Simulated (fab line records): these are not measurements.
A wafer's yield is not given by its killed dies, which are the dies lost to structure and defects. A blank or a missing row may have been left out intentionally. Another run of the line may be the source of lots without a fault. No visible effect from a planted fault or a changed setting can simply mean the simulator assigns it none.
A lot that was struck, set against a sound lot :: flow n5Finfet :: 24 steps out of a route of 1938
Sound: wafers L371.1, L371.5, L371.6. Wafers struck: L385.2, L385.3, L385.6. At the end, the cause is stated.
At each step with rows: each side's tool, then ch and its chambers, then its first start. Under that, the readings that differ: sound wafers :: struck wafers :: difference of the means :: sigmas: that difference in standard deviations of wafers without a fault.
alike: readings whose means differ by less than 2 such deviations, and words and numbers that are the same on both sides. not compared: withheld readings, readings that some wafer has no value for, bounds like >300 that may hide the same value, and numbers for which the record gives no deviation and whose values overlap.
Wherever a step has rows on one side only, a row that says differs or no value, or a row with sigmas, the two part there. Numbers that don't overlap but have no deviation are shown without sigmas and don't part them. Lack of a reading on every wafer of one side parts them only where that side has two or more wafers.

first, 8 steps without rows for these wafers: N5_BEOL_M8_ANNEAL_51 (time 90 s); N5_BEOL_M8_CMP_52 (polishes, stops on SiCOH lowk, t overpolish 6.9 s, target thk 80 nm); N5_BEOL_M8_PRE_CLEAN_55 (time 15 s); N5_BEOL_M8_DEP_56 (deposits SiCN from 3MS/NH3, target thk 10 nm, time 17.5 s); N5_BEOL_M9_ILD_DEP_00 (deposits SiCOH lowk from DEMS/porogen, target thk 308.51 nm, time 58 s); N5_BEOL_M9_CURE_71 (cures SiCOH lowk, time 240 s); N5_BEOL_M9_PECVD_70 (deposits SiO2 from TEOS/O2, target thk 20 nm, time 22.7 s); N5_BEOL_M9_HM_DEP_02 (deposits TiN, target thk 20 nm).
N5_BEOL_M9_COAT_59: time 60 s, resist thk 100 nm.
  sound on lithoTrack-05 ch 0, day 9 13:20; struck on lithoTrack-05 ch 0, day 13 08:10
reading: spinSpeedRpm (rpm)
sound: 1498.0 1499.4 1499.8
struck: 1547.9 1549.3 1548.4
difference: +49.5
sigmas: +51

reading: model.SOC_of_BEOL_M9_COAT_59.thkNm (nm)
sound: 99.8 99.8 99.8
struck: 98.2 98.4 98.2
difference: -1.5
sigmas: 
  alike: heaterPowerTotalW
then, 9 steps without rows for these wafers: N5_BEOL_M9_COAT_60 (time 60 s, resist thk 30 nm); N5_BEOL_M9_COAT_05 (resist thk 90 nm); N5_BEOL_M9_EBR_07; N5_BEOL_M9_SOFTBAKE_06 (time 60 s); N5_BEOL_M9_EXPOSE_08 (exposes mask M9); N5_BEOL_M9_PEB_09 (peb time 60 s); N5_BEOL_M9_DEVELOP_10 (develop time 30 s); N5_BEOL_M9_DESCUM_16 (chemistry O2, time 7.9 s); N5_BEOL_M9_ETCH_61 (etches SiARC in CF4, target depth 39 nm, time 65 s).
N5_BEOL_M9_ETCH_62: etches SOC in N2/H2, target depth 110 nm, overetch 22 nm, time 165 s.
  sound on rieDiel-05 ch 2,3, day 9 14:04; struck on rieDiel-05 ch 0,2, day 13 08:38
reading: model.etch.depthNm (nm)
sound: 99.89 99.73 99.7
struck: 98.24 98.32 98.1
difference: -1.55
sigmas: 
  alike: drypumpMotorCurrentA, oesProductAu, rfVppV, showerheadPlenumPTorr, throttleValvePct
  not compared: rfHoursCounterH
then, 2 steps without rows for these wafers: N5_BEOL_M9_STRIP_68 (strips in N2/H2); N5_BEOL_M9_STRIP_67 (strips in CF4).
N5_BEOL_M9_HM_OPEN_17: chemistry Cl2/BCl3, target TiN, target depth 20 nm, overetch 6 nm.
  sound on rieMetal-03 ch 0,1, day 9 14:15; struck on rieMetal-01 ch 0,1, day 13 08:53
reading: model.SOC_of_BEOL_M9_COAT_59.thkNm (nm)
sound: 92 91.8 91.8
struck: 90.4 90.6 90.2
difference: -1.5
sigmas: 
  alike: drypumpMotorCurrentA, mfcArSccm, oesProductAu, throttleValvePct
  not compared: rfHoursCounterH
then, 1 step without rows for these wafers: N5_BEOL_M9_STRIP_19 (strips in O2).
-- here the record skips 3 days between the struck wafers' starts before and after, leaving off in module BEOL_M9 and picking up in module PASSIVATION (first step shown: number 1936 of the route) --
N5_PASSIVATION_PROBE_49:
  only the struck wafers here have rows in the record (prober-02, day 16 10:05); the sound ones have none

## WHERE THEY PART
First at N5_BEOL_M9_COAT_59; last, within this record, at N5_PASSIVATION_PROBE_49.

WHY: what had been put in by the simulator
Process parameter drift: lithoTrack-05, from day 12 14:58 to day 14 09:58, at N5_BEOL_M9_COAT_59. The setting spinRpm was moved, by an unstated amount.
